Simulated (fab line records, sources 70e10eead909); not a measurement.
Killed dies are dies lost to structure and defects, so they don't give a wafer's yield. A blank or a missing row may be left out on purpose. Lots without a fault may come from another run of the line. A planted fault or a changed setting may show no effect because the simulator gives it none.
Problem report in the 8D (eight disciplines) form, filled by code | flow nand_harc | the parts of the form that need people (team, actions taken, sign-off) are left out

1. THE PROBLEM
raw_defect_count at NHARC_P_GATE_INSPECT_68 reads a mean of 989 on 6 wafers of 2 lots; wafers without a fault read 206 with a standard deviation of 92. That is +8.5 standard deviations from the usual mean.
First seen on wafer L479.2, day 8 22:54, on defect_inspect-02. The record holds 36 wafers of 12 lots with a number at this step. Rule for "out", or "out of limits": more than 4 standard deviations from the usual mean. The other wafers with a number count as sound.

2. WHAT IT IS AND WHAT IT IS NOT
question                    | is                     | is not
which readings at this step | raw_defect_count       | -
which lots                  | L476, L479             | L466, L467, L469, L470, L471, L485, L486, L487, L488, L489
which wafers of those lots  | all that have a number | -
read on which gauges        | defect_inspect-02      | defect_inspect-01
when                        | from day 8 22:54       | up to then (15 sound wafers); but 15 sound wafers of L485, L486, L487, L488, L489 came after

3. SUSPECTS, AND WHAT RULES EACH OUT
Counting: a tool at a process step up to the reading stays a suspect if it ran every lot that is out and no sound lot after the first of them.
- the gauge at NHARC_P_GATE_INSPECT_68: ruled out. All the wafers that are out were read on defect_inspect-02, but those of them that NHARC_END_SORT_01 has rows for are out there too, on other tools.
- plasma_asher-01 at NHARC_P_GATE_STRIP_75 (strips in O2): kept. It ran every lot that is out, first L479 (day 8 16:30), and no sound lot after that; its last sound lot up to then is L471 (day 6 16:21).
Left after counting: plasma_asher-01 at NHARC_P_GATE_STRIP_75.

4. THE CAUSE (what the simulator had put in)
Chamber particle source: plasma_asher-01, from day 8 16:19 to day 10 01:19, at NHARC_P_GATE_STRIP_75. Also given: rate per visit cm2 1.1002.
Counting left only this tool.

5. THE CHAIN OF EFFECTS, in route order
Each row: a reading whose mean over the struck wafers that have a number lies more than 3 standard deviations from the usual. Only readings for which the record gives a usual standard deviation are gone through. hours: the time from each lot's start at the first step in this table that gives one to its start at this step, as a median over the lots. sigmas: the change in usual standard deviations.
hours | step                    | reading             | usual | on struck wafers | change | sigmas
0     | NHARC_P_GATE_INSPECT_68 | raw_defect_count    | 206   | 989              | +783   | +8.5
324   | NHARC_END_SORT_01       | killed_at_periphery | 3.2   | 71.0             | +67.8  | +34
324   | NHARC_END_SORT_01       | killed_dies         | 33    | 106              | +73    | +6.7

6. WHAT WOULD HAVE CAUGHT IT SOONER
In this record the first reading out of limits at a measuring or inspecting step was taken at day 8 22:54, 7 hours after the fault began at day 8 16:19.
Of the tool readings at NHARC_P_GATE_STRIP_75 for which the record gives a usual standard deviation, none was out on any struck wafer, so an alarm limit of 4 standard deviations on them would not have fired.
All the lots that are out (2) had begun NHARC_P_GATE_STRIP_75 on plasma_asher-01 by day 8 22:54. A hold on the tool at that time would have spared none of them.
